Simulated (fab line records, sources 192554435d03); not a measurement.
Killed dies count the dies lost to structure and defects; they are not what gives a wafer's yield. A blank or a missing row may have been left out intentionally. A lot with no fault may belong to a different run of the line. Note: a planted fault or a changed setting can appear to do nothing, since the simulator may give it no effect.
Chamber matching :: flow n5Finfet :: pecvd-02 running N5_BEOL_M1_PECVD_72: 3 sister chambers
The step deposits SiO2 from TEOS/O2, target thk 16 nm, time 18 s. 3 wafers are shown with their chamber, then 11 later ones without.

## EACH WAFER AND ITS CHAMBER
wafer: L087.3
chamber: 0
throttleValvePct (%): 21.5

wafer: L087.6
chamber: 2
throttleValvePct (%): 20.9

wafer: L088.2
chamber: 1
throttleValvePct (%): 22.3

## WAFERS WITHOUT THEIR CHAMBER
wafer: L088.3
throttleValvePct (%): 21.5

wafer: L088.5
throttleValvePct (%): 21.9

wafer: L092.3
throttleValvePct (%): 21.9

wafer: L092.4
throttleValvePct (%): 21.0

wafer: L092.6
throttleValvePct (%): 22.6

wafer: L091.3
throttleValvePct (%): 21.7

wafer: L091.5
throttleValvePct (%): 21.2

wafer: L091.6
throttleValvePct (%): 22.4

wafer: L097.2
throttleValvePct (%): 21.1

wafer: L097.4
throttleValvePct (%): 22.6

wafer: L097.5
throttleValvePct (%): 21.2

## CHAMBER TAKEN BY EACH
wafer: L088.3
from the rows above: 0
in truth: 0

wafer: L088.5
from the rows above: can't be placed: 0 or 1
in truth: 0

wafer: L092.3
from the rows above: can't be placed: 0 or 1
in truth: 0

wafer: L092.4
from the rows above: can't be placed: 2 or 0
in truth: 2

wafer: L092.6
from the rows above: 1
in truth: 1

wafer: L091.3
from the rows above: can't be placed: 0 or 1
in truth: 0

wafer: L091.5
from the rows above: can't be placed: 0 or 2
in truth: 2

wafer: L091.6
from the rows above: 1
in truth: 1

wafer: L097.2
from the rows above: can't be placed: 2 or 0
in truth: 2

wafer: L097.4
from the rows above: 1
in truth: 1

wafer: L097.5
from the rows above: can't be placed: 0 or 2
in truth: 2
Placed correctly: 4 of 11. From these rows, 7 cannot be placed; in 7 the true chamber is one of the candidates. Placed wrongly: 0.
How it was worked out, from the rows above alone: a wafer's distance from a chamber is the root of the sum, over the readings, of the square of ((its reading less the chamber's mean) divided by the reading's scatter). If the next closest chamber is less than 2 further off than the closest, the wafer can't be placed; otherwise it belongs to the closest. Each chamber's mean is taken over the wafers shown for it. The scatter (one wafer shown for each chamber): square how far every hidden wafer sits from the nearest shown wafer, average those squares and take the square root.
